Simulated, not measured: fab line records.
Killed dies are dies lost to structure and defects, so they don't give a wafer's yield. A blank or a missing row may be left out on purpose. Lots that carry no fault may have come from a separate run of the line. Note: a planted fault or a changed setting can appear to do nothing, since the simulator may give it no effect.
fab line records | flow nand_harc
[record] lots = 6 | wafers = 18 | last_day = 32
route steps=1302 shown P_M2@330
lots with no fault: from the same line, run without faults
start_h: the number of hours between the record's first day and the start of the first shown wafer of the lot | wait_h: how many hours have passed since the lot's step before this one | " unchanged from the row above | L1.1+2: a row that stands for several wafers | - no value, or no start was given | * or withheld: withheld | < > ~ a bound
route shown NAME@n: NAME is a module with steps in the file, n the number in the route of the first one | usual: mean/standard deviation taken from wafers without a fault | same: alike in all rows | chamber/n: place in a boat | sites: each site's reading | _std_site: their standard deviation | _edge_site: outer sites' mean less inner sites' | radius_mm: how far each site lies from the wafer's centre | mask NAME#n: copy n | behind: the most recent tool/chamber to have shaped the wafer | hold: reason for holding the lot/hours on hold/outcome of the hold | device: the transistor (n, p or np) that didn't switch | end of line: the same wafers' tests at the end of the route | a step given without rows: its recipe and nothing more | killed: at the first sort, the dies lost to defects and structure; wafer yield is something else | map: a wafer's dies, x killed, . not, _ none there
set.NAME: the setting that was run; set.NAME@STEP: the one run at that earlier step | model.NAME: the simulator's own value behind a step, which no gauge read
lots at selected steps of the route; one table per step, one row per wafer
services: when a tool's chamber went out of use (start_h, in hours from the record's first day, below 0 if earlier), for how many hours, and the reason
[[steps]]
[step NHARC_P_M2_INSPECT_11]
[usual] raw_defect_count = 4.3/2.5
lot.wafer | tool              | chamber | start_h | wait_h | raw_defect_count
L376.1    | defect_inspect-02 | -       | 150.40  | 0.0    | 10
L376.5    | "                 | -       | "       | "      | 10
L376.6    | "                 | -       | "       | "      | 7
L381.2    | defect_inspect-02 | -       | 202.19  | 0.0    | 5
L381.4    | "                 | -       | "       | "      | 2
L381.6    | "                 | -       | "       | "      | 6
L384.2    | defect_inspect-02 | -       | 226.22  | 0.0    | 5
L384.3    | "                 | -       | "       | "      | 5
L384.5    | "                 | -       | "       | "      | 6
L389.1    | defect_inspect-02 | -       | 287.88  | 0.0    | 6
L389.3    | "                 | -       | "       | "      | 5
L389.6    | "                 | -       | "       | "      | 6
L391.4    | defect_inspect-02 | -       | 299.35  | 0.0    | 8
L391.5    | "                 | -       | "       | "      | 13
L391.6    | "                 | -       | "       | "      | 13
L392.2    | defect_inspect-01 | -       | 305.02  | 0.0    | 2
L392.3    | "                 | -       | "       | "      | 3
L392.5    | "                 | -       | "       | "      | 2
[step NHARC_P_M2_DESCUM_14]
[recipe] time_s = 3 | o2_flow_sccm = 200 | ar_flow_sccm = 0 | bias_power_w = 0 | chemistry = O2
[step NHARC_P_M2_ETCH_35]
[recipe] target_depth_a = 400 | overetch_a = 120 | time_s = 43.94 | ion_energy_ev = 200 | n2_flow_sccm = 150 | h2_flow_sccm = 150 | ar_flow_sccm = 0 | rf_w = 400 | bias_w = 150 | chemistry = N2/H2
[usual] drypump_motor_current_A = 5.9/0.51 | oes_product_au = 0.995/0.0097 | rf_vpp_V = 431.4/2.4 | showerhead_plenum_p_Torr = 2.07/0.08 | throttle_valve_pct = 14.171/0.0095
lot.wafer | tool        | chamber | start_h | wait_h | drypump_motor_current_A | oes_product_au | rf_hours_counter_h | rf_vpp_V | showerhead_plenum_p_Torr | throttle_valve_pct
L376.1    | rie_diel-05 | 1       | 150.56  | 0.1    | 6.0                     | 0.995          | 4.0                | 428.7    | 1.97                     | 14.154
L376.5    | "           | 2       | "       | "      | 6.4                     | 0.989          | -                  | 431.9    | 2.13                     | 14.167
L376.6    | "           | 3       | "       | "      | 6.1                     | 0.997          | -                  | 432.7    | 2.12                     | 14.171
L381.4    | rie_diel-07 | 2       | 202.34  | 0.1    | 6.4                     | 1.000          | 4.9                | 428.0    | 1.93                     | 14.175
L381.2    | "           | 0       | "       | "      | 5.7                     | 0.989          | 4.1                | 426.2    | 1.93                     | 14.182
L381.6    | "           | 2       | "       | "      | 6.4                     | 1.012          | -                  | 427.2    | 1.93                     | 14.177
L384.3    | rie_diel-05 | 0       | 226.38  | 0.1    | 6.0                     | 0.993          | 7.3                | 431.4    | 2.06                     | 14.172
L384.2    | "           | 1       | "       | "      | 6.0                     | 0.988          | 6.4                | 428.4    | 1.97                     | 14.174
L384.5    | "           | 0       | "       | "      | 6.0                     | 0.993          | -                  | 432.1    | 2.06                     | 14.172
L389.3    | rie_diel-05 | 3       | 288.04  | 0.1    | 6.1                     | 0.995          | 2.4                | 432.8    | 2.12                     | 14.191
L389.1    | "           | 2       | "       | "      | 6.4                     | 0.988          | 2.4                | 433.5    | 2.12                     | 14.167
L389.6    | "           | 2       | "       | "      | 6.4                     | 0.996          | -                  | 433.1    | 2.12                     | 14.169
L391.6    | rie_diel-05 | 3       | 299.54  | 0.1    | 6.1                     | 1.001          | -                  | 432.5    | 2.12                     | 14.157
L391.4    | "           | 1       | "       | "      | 6.0                     | 0.971          | -                  | 429.7    | 1.97                     | 14.176
L391.5    | "           | 2       | "       | "      | 6.4                     | 1.001          | -                  | 434.0    | 2.12                     | 14.154
L392.2    | rie_diel-05 | 3       | 305.19  | 0.1    | 6.2                     | 1.002          | 3.3                | 433.2    | 2.12                     | 14.164
L392.3    | "           | 1       | "       | "      | 6.0                     | 0.980          | 3.4                | 428.2    | 1.97                     | 14.167
L392.5    | "           | 2       | "       | "      | 6.4                     | 0.989          | -                  | 433.6    | 2.12                     | 14.171
[step NHARC_P_M2_ETCH_15]
[recipe] target_depth_a = 1825 | time_s = 91.2 | c4f8_flow_sccm = withheld | ar_flow_sccm = 400 | rf_w = 600 | bias_w = 300 | chemistry = C4F8/Ar
[step NHARC_P_M2_CD_MEAS_16]
[usual] cd_nm = 170.3/0.73
lot.wafer | tool      | chamber | start_h | wait_h | cd_nm
L376.1    | cd_sem-01 | -       | 150.78  | -      | 171.2
L376.5    | "         | -       | "       | "      | 170.1
L376.6    | "         | -       | "       | "      | 170.5
L381.2    | cd_sem-02 | -       | 202.56  | -      | 169.7
L381.4    | "         | -       | "       | "      | 168.8
L381.6    | "         | -       | "       | "      | 169.4
L384.2    | cd_sem-02 | -       | 226.60  | -      | 171.1
L384.3    | "         | -       | "       | "      | 170.3
L384.5    | "         | -       | "       | "      | 170.4
L389.1    | cd_sem-03 | -       | 288.29  | -      | 170.3
L389.3    | "         | -       | "       | "      | 171.6
L389.6    | "         | -       | "       | "      | 170.9
L391.4    | cd_sem-02 | -       | 299.77  | -      | 170.8
L391.5    | "         | -       | "       | "      | 169.7
L391.6    | "         | -       | "       | "      | 171.1
L392.2    | cd_sem-03 | -       | 305.43  | -      | 170.8
L392.3    | "         | -       | "       | "      | 170.1
L392.5    | "         | -       | "       | "      | 170.6
[step NHARC_P_M2_STRIP_18]
[recipe] power_w = 1000 | n2_flow_sccm = 150 | h2_flow_sccm = 150 | ar_flow_sccm = 0 | bias_w = 0 | chemistry = N2/H2
[usual] drypump_motor_current_A = 5.6/0.59 | oes_product_au = 0.996/0.009 | rf_vpp_V = 90.9/1 | showerhead_plenum_p_Torr = 2.07/0.093 | throttle_valve_pct = 14.172/0.0098
lot.wafer | tool        | chamber | start_h | wait_h | drypump_motor_current_A | oes_product_au | rf_hours_counter_h | rf_vpp_V | showerhead_plenum_p_Torr | throttle_valve_pct
L376.1    | rie_diel-07 | 1       | 150.88  | 0.1    | 5.8                     | 0.999          | 1.0                | 90.7     | 2.05                     | 14.165
L376.6    | "           | 0       | "       | "      | 5.7                     | 0.990          | -                  | 90.6     | 1.93                     | 14.166
L376.5    | "           | 1       | "       | "      | 5.8                     | 0.997          | -                  | 90.8     | 2.05                     | 14.183
L381.4    | rie_diel-01 | 1       | 202.63  | 0.1    | 5.1                     | 0.996          | 7.2                | 92.9     | 2.19                     | 14.165
L381.2    | "           | 2       | "       | "      | 5.9                     | 1.004          | 7.2                | 91.3     | 2.20                     | 14.192
L381.6    | "           | 1       | "       | "      | 5.1                     | 0.988          | -                  | 89.7     | 2.19                     | 14.158
L384.2    | rie_diel-05 | 1       | 226.73  | 0.1    | 6.0                     | 0.997          | 6.4                | 90.5     | 1.97                     | 14.168
L384.3    | "           | 2       | "       | "      | 6.4                     | 1.001          | 7.1                | 91.1     | 2.12                     | 14.177
L384.5    | "           | 3       | "       | "      | 6.1                     | 1.003          | -                  | 90.2     | 2.12                     | 14.175
L389.3    | rie_diel-01 | 2       | 288.41  | 0.1    | 5.9                     | 1.006          | 5.1                | 91.6     | 2.20                     | 14.173
L389.1    | "           | 3       | "       | "      | 4.8                     | 1.011          | 4.1                | 89.9     | 2.08                     | 14.170
L389.6    | "           | 0       | "       | "      | 4.8                     | 1.001          | -                  | 89.9     | 1.95                     | 14.168
L391.4    | rie_diel-01 | 2       | 299.83  | 0.1    | 5.9                     | 1.005          | 5.4                | 91.9     | 2.20                     | 14.152
L391.6    | "           | 2       | "       | "      | 5.9                     | 1.012          | -                  | 91.7     | 2.20                     | 14.170
L391.5    | "           | 3       | "       | "      | 4.8                     | 1.003          | -                  | 89.7     | 2.08                     | 14.182
L392.3    | rie_diel-07 | 2       | 305.53  | 0.1    | 6.4                     | 0.996          | 0.7                | 89.7     | 1.93                     | 14.187
L392.2    | "           | 3       | "       | "      | 5.4                     | 1.002          | 0.5                | 88.3     | 1.98                     | 14.162
L392.5    | "           | 1       | "       | "      | 5.8                     | 0.998          | -                  | 90.5     | 2.05                     | 14.165
[step NHARC_P_M2_ETCH_28]
[recipe] target_depth_a = 300 | over_etch_frac = 0.3 | time_s = 72.99 | ion_energy_ev = 150 | cf4_flow_sccm = 50 | n2_flow_sccm = 100 | ar_flow_sccm = 150 | rf_w = 300 | bias_w = 100 | chemistry = CF4/N2
[usual] drypump_motor_current_A = 5.6/0.59 | oes_product_au = 0.996/0.011 | rf_vpp_V = 314.8/2.1 | showerhead_plenum_p_Torr = 2.66/0.11 | throttle_valve_pct = 19.795/0.0094
lot.wafer | tool        | chamber | start_h | wait_h | drypump_motor_current_A | oes_product_au | rf_hours_counter_h | rf_vpp_V | showerhead_plenum_p_Torr | throttle_valve_pct
L376.1    | rie_diel-07 | 0       | -       | -      | 5.7                     | 0.988          | 1.1                | 310.3    | 2.50                     | 19.792
L376.5    | "           | 2       | "       | "      | 6.4                     | 1.000          | -                  | 311.2    | 2.50                     | 19.792
L376.6    | "           | 3       | "       | "      | 5.4                     | 0.992          | -                  | 312.1    | 2.55                     | 19.799
L381.4    | rie_diel-01 | 2       | -       | -      | 5.9                     | 0.997          | 7.2                | 317.7    | 2.81                     | 19.785
L381.2    | "           | 1       | "       | "      | 5.1                     | 0.993          | 7.3                | 316.0    | 2.81                     | 19.809
L381.6    | "           | 2       | "       | "      | 5.9                     | 1.005          | -                  | 317.5    | 2.81                     | 19.794
L384.2    | rie_diel-05 | 2       | -       | -      | 6.4                     | 1.000          | 7.1                | 315.4    | 2.73                     | 19.783
L384.3    | "           | 3       | "       | "      | 6.1                     | 1.010          | 7.6                | 314.7    | 2.72                     | 19.803
L384.5    | "           | 2       | "       | "      | 6.4                     | 0.994          | -                  | 316.0    | 2.73                     | 19.796
L389.1    | rie_diel-01 | 1       | -       | -      | 5.1                     | 1.001          | 5.1                | 317.2    | 2.81                     | 19.802
L389.3    | "           | 2       | "       | "      | 5.9                     | 0.992          | 5.1                | 317.8    | 2.81                     | 19.798
L389.6    | "           | 1       | "       | "      | 5.2                     | 0.996          | -                  | 317.0    | 2.81                     | 19.802
L391.4    | rie_diel-01 | 3       | -       | -      | 4.7                     | 1.016          | 4.4                | 315.2    | 2.68                     | 19.792
L391.6    | "           | 0       | "       | "      | 4.8                     | 1.008          | -                  | 313.1    | 2.52                     | 19.800
L391.5    | "           | 1       | "       | "      | 5.1                     | 1.012          | -                  | 316.6    | 2.81                     | 19.783
L392.3    | rie_diel-07 | 3       | -       | -      | 5.4                     | 0.994          | 0.5                | 312.0    | 2.55                     | 19.807
L392.2    | "           | 2       | "       | "      | 6.4                     | 1.002          | 0.8                | 311.8    | 2.50                     | 19.795
L392.5    | "           | 0       | "       | "      | 5.7                     | 0.986          | -                  | 312.1    | 2.49                     | 19.790
[step NHARC_P_M2_STRIP_19]
[recipe] time_s = 600 | temp_c = 30 | chemistry = post_etch_residue_remover
[step NHARC_P_M2_DEGAS_29]
[recipe] temp_c = 250 | time_s = 60
[usual] heater_power_w = 321/34
lot.wafer | tool           | chamber | start_h | wait_h | heater_power_w
L376.1    | pvd_sputter-01 | -       | 151.49  | -      | 251
L376.5    | "              | -       | "       | "      | 256
L376.6    | "              | -       | "       | "      | 380
L381.4    | pvd_sputter-02 | -       | 203.27  | -      | 292
L381.2    | "              | -       | "       | "      | 366
L381.6    | "              | -       | "       | "      | 301
L384.3    | pvd_sputter-03 | -       | 227.33  | -      | 320
L384.2    | "              | -       | "       | "      | 318
L384.5    | "              | -       | "       | "      | 301
L389.3    | pvd_sputter-03 | -       | 289.00  | -      | 303
L389.1    | "              | -       | "       | "      | 320
L389.6    | "              | -       | "       | "      | 323
L391.4    | pvd_sputter-02 | -       | 300.47  | -      | 370
L391.6    | "              | -       | "       | "      | 365
L391.5    | "              | -       | "       | "      | 320
L392.2    | pvd_sputter-03 | -       | 306.14  | -      | 303
L392.3    | "              | -       | "       | "      | 329
L392.5    | "              | -       | "       | "      | 308
[step NHARC_P_M2_PRE_CLEAN_30]
[recipe] time_s = 30 | temp_c = 280 | gas = H2/He
[step NHARC_P_M2_PVD_20]
[recipe] target_thk_a = 50 | bias_v = 168.6 | power_w = 15000 | chamber_pressure_pa = 0.12 | time_s = 8.06 | substrate_temp_c = 50 | material = TaN
[step NHARC_P_M2_PVD_21]
[recipe] target_thk_a = 300 | chamber_pressure_pa = 5 | power_w = 5000 | substrate_temp_c = 30 | time_s = 20.49 | material = Cu
[usual] throttle_valve_pct = 29.8/1.2
lot.wafer | tool           | chamber | start_h | wait_h | throttle_valve_pct
L376.1    | pvd_sputter-01 | -       | -       | -      | 27.8
L376.6    | "              | -       | "       | "      | 27.9
L376.5    | "              | -       | "       | "      | 28.9
L381.2    | pvd_sputter-02 | -       | -       | -      | 28.8
L381.4    | "              | -       | "       | "      | 30.6
L381.6    | "              | -       | "       | "      | 28.6
L384.3    | pvd_sputter-03 | -       | -       | -      | 30.7
L384.2    | "              | -       | "       | "      | 29.2
L384.5    | "              | -       | "       | "      | 31.0
L389.3    | pvd_sputter-03 | -       | -       | -      | 29.6
L389.1    | "              | -       | "       | "      | 31.7
L389.6    | "              | -       | "       | "      | 28.7
L391.4    | pvd_sputter-02 | -       | -       | -      | 28.9
L391.5    | "              | -       | "       | "      | 31.0
L391.6    | "              | -       | "       | "      | 28.8
L392.3    | pvd_sputter-03 | -       | -       | -      | 28.4
L392.2    | "              | -       | "       | "      | 31.8
L392.5    | "              | -       | "       | "      | 29.3
[step NHARC_P_M2_ECD_22]
[recipe] target_thk_a = 4000 | bath_temp_c = 25 | material = Cu
[usual] bath_heat_duty_pct = 6.0/0.62
lot.wafer | tool      | chamber | start_h | wait_h | bath_heat_duty_pct
L376.1    | ecd_cu-01 | 0       | 151.90  | -      | 5.7
L376.6    | "         | 1       | "       | "      | 4.8
L376.5    | "         | 0       | "       | "      | 5.7
L381.2    | ecd_cu-02 | 1       | 203.68  | -      | 5.7
L381.4    | "         | 0       | "       | "      | 6.0
L381.6    | "         | 0       | "       | "      | 7.1
L384.2    | ecd_cu-02 | 0       | 227.72  | -      | 6.6
L384.3    | "         | 1       | "       | "      | 5.8
L384.5    | "         | 1       | "       | "      | 5.7
L389.1    | ecd_cu-01 | 1       | 289.36  | -      | 5.4
L389.3    | "         | 1       | "       | "      | 6.5
L389.6    | "         | 0       | "       | "      | 6.4
L391.4    | ecd_cu-02 | 1       | 300.98  | -      | 6.1
L391.5    | "         | 0       | "       | "      | 6.5
L391.6    | "         | 1       | "       | "      | 5.3
L392.2    | ecd_cu-02 | 1       | 306.55  | -      | 6.2
L392.3    | "         | 0       | "       | "      | 7.1
L392.5    | "         | 1       | "       | "      | 6.5
[step NHARC_P_M2_ANNEAL_31]
[recipe] temp_c = 225 | time_s = 90
[step NHARC_P_M2_CMP_23]
[recipe] t_overpolish_s = 20 | target_thk_nm = 144.3
[usual] motor_current_A = 11.7/0.9 | time_to_endpoint_s = 28.6/2.4
lot.wafer | tool   | chamber | start_h | wait_h | motor_current_A | time_to_endpoint_s
L376.1    | cmp-02 | 0       | 152.60  | -      | 13.0            | 27.7
L376.6    | "      | 3       | "       | "      | 10.3            | 27.5
L376.5    | "      | 0       | "       | "      | 12.6            | 25.4
L381.2    | cmp-02 | 3       | 204.35  | -      | 10.8            | 32.0
L381.4    | "      | 2       | "       | "      | 11.5            | 11.5
L381.6    | "      | 0       | "       | "      | 12.6            | 12.8
L384.3    | cmp-04 | 2       | 228.44  | -      | 12.7            | 28.8
L384.2    | "      | 0       | "       | "      | 11.4            | 13.2
L384.5    | "      | 2       | "       | "      | 12.4            | 26.2
L389.1    | cmp-03 | 1       | 290.11  | -      | 11.0            | 28.2
L389.3    | "      | 3       | "       | "      | 11.3            | 30.0
L389.6    | "      | 0       | "       | "      | 12.4            | 24.4
L391.4    | cmp-03 | 3       | 301.61  | -      | 11.2            | 35.7
L391.5    | "      | 1       | "       | "      | 11.0            | 32.2
L391.6    | "      | 2       | "       | "      | 11.7            | 26.4
L392.2    | cmp-02 | 3       | 307.24  | -      | 11.2            | 28.7
L392.3    | "      | 1       | "       | "      | 10.8            | 34.3
L392.5    | "      | 3       | "       | "      | 10.6            | 30.0
[[services]]
tool           | chamber | start_h | hours | kind
rie_diel-01    | 1       | 127.74  | 4.2   | repair
rie_diel-07    | 2       | 130.67  | 2.6   | repair
cmp-03         | -       | 132.29  | 0.8   | repair
cmp-02         | -       | 134.51  | 4.0   | pm
rie_diel-01    | 0       | 139.15  | 2.1   | repair
pvd_sputter-01 | -       | 143.24  | 6.5   | repair
cmp-03         | -       | 147.08  | 2.0   | repair
ecd_cu-01      | -       | 160.00  | 8.0   | pm
cmp-03         | -       | 162.15  | 4.0   | pm
rie_diel-05    | 1       | 168.02  | 8.7   | repair
pvd_sputter-01 | -       | 173.65  | 0.8   | repair
pvd_sputter-03 | -       | 178.32  | 10.0  | pm
rie_diel-01    | 1       | 189.41  | 6.4   | repair
rie_diel-01    | -       | 203.80  | 9.0   | pm
rie_diel-05    | -       | 203.84  | 0.3   | repair
pvd_sputter-01 | -       | 226.00  | 10.0  | pm
rie_diel-07    | -       | 229.52  | 36.1  | repair
rie_diel-05    | -       | 229.60  | 9.0   | pm
cmp-02         | -       | 232.51  | 4.0   | pm
pvd_sputter-01 | -       | 241.93  | 3.8   | repair
ecd_cu-02      | -       | 244.00  | 8.0   | pm
pvd_sputter-02 | -       | 282.00  | 10.0  | pm
rie_diel-05    | 0       | 287.59  | 28.2  | repair
rie_diel-07    | -       | 294.33  | 9.0   | pm
[[key]]
[first_sign] step = NHARC_P_M2_CMP_23 | reading = time_to_endpoint_s | direction = down | sigmas = 6.6 | usual = * | struck = *
effect none on later readings
met_at NHARC_P_M2_ECD_22
struck_wafers L381.4,L381.6,L384.2
later_rows_left_out L381.4,L381.6,L384.2
sort_left_out L381.4,L381.6,L384.2
[fault] kind = process_parameter_drift | tool = ecd_cu-02 | chamber = 0 | onset_h = 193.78 | steps = NHARC_P_M2_ECD_22 | channel = target_thk_a | offset = * | shape = step | end_h = 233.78 | acts_in = * | stated = *
// sort_left_out: the simulated sort isn't trusted on such a fault, so these wafers' sort isn't shown, and their yield isn't known
// later_rows_left_out: the simulator's readings of these wafers behind a module that went badly wrong aren't trusted and aren't shown, but for the sort
